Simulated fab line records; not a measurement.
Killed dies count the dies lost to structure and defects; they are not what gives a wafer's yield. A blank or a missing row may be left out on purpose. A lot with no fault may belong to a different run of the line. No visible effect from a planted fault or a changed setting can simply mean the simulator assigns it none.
8D (eight disciplines) problem report, filled in by code ; flow n5Finfet ; the parts of the form that need people (team, actions taken, sign-off) are left out

1. THE PROBLEM
Mean of cdNm at N5_PMOS_HMC_CHANNEL_EPI_CD_MEAS_09: 260.8 nm across 3 wafers in 2 lots; on wafers with no fault it is 236.8 nm (standard deviation 0.9). That puts it +27 standard deviations away from the usual mean.
The step: target cd 237.4 nm.
Seen first at day 4 23:40 on cdSem-02, wafer L601.1. Wafers with a number at this step in the record: 29, from 10 lots. Rule for "out" (also "out of limits"): further than 4 standard deviations from the usual mean. All remaining wafers that have a number are taken as sound.

2. WHAT IT IS, WHAT IT ISN'T
question;is;is not
which readings at this step;cdNm;-
which lots;L601, L602;L591, L592, L595, L596, L597, L599, L604, L610
which wafers of those lots;L601.1, L601.6, L602.1;L601.5, L602.2, L602.5
read on which gauges;cdSem-02, cdSem-03;cdSem-01
when;from day 4 23:40;"up to then (18 sound wafers); but 8 sound wafers of L602, L604, L610 came after"

3. WHAT RULES OUT EACH SUSPECT
Counting: any tool at a process step up to the reading remains a suspect provided it ran every lot that is out. Sound lots after the first of them don't rule it out here, since some wafers of a struck lot are sound.
- the gauge at N5_PMOS_HMC_CHANNEL_EPI_CD_MEAS_09: ruled out. 2 gauges (cdSem-02, cdSem-03) read the wafers that are out.
- arfiScanner-01 at N5_PMOS_HMC_CHANNEL_EPI_EXPOSE_06 (exposes mask PMOS HMC BLK, target cd 240 nm): kept. It processed each lot that is out (first: L601, day 4 23:33); up to then, its last sound lot is L599 (day 4 11:09).
After counting, what remains is arfiScanner-01 at N5_PMOS_HMC_CHANNEL_EPI_EXPOSE_06.

4. THE CAUSE (what the simulator had put in)
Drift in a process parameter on arfiScanner-01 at N5_PMOS_HMC_CHANNEL_EPI_EXPOSE_06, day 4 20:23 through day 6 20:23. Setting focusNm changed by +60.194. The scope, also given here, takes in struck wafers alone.
Only this tool survived the counting.

5. THE EFFECT CHAIN, in route order
One row per reading whose mean, taken over the struck wafers that have a number, lies over 3 standard deviations from the usual. Only readings whose record carries a usual standard deviation are examined. hours: median over the lots of the time between each lot's start at the first step of this table that gives one and its start at this step. sigmas: the change, counted in usual standard deviations.
hours;step;reading;usual;on struck wafers;change;sigmas
0;N5_PMOS_HMC_CHANNEL_EPI_CD_MEAS_09;cdNm;236.8 nm;260.8;+24.0;+27
Later steps that measure or inspect, where all struck wafers having a row at the step show a number for every such reading and not one has moved that far: N5_PMOS_HMC_CHANNEL_EPI_THK_MEAS_22, N5_BEOL_M4_RC_MEAS_101.

6. WHAT WOULD HAVE CAUGHT IT SOONER
In this record the first reading out of limits at a measuring or inspecting step was taken at day 4 23:40, 3 hours after the fault began at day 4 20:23.
Among the 2 lots that are out, L602 began N5_PMOS_HMC_CHANNEL_EPI_EXPOSE_06 on arfiScanner-01 after day 4 23:40. Had the tool been put on hold then, it would have been spared.
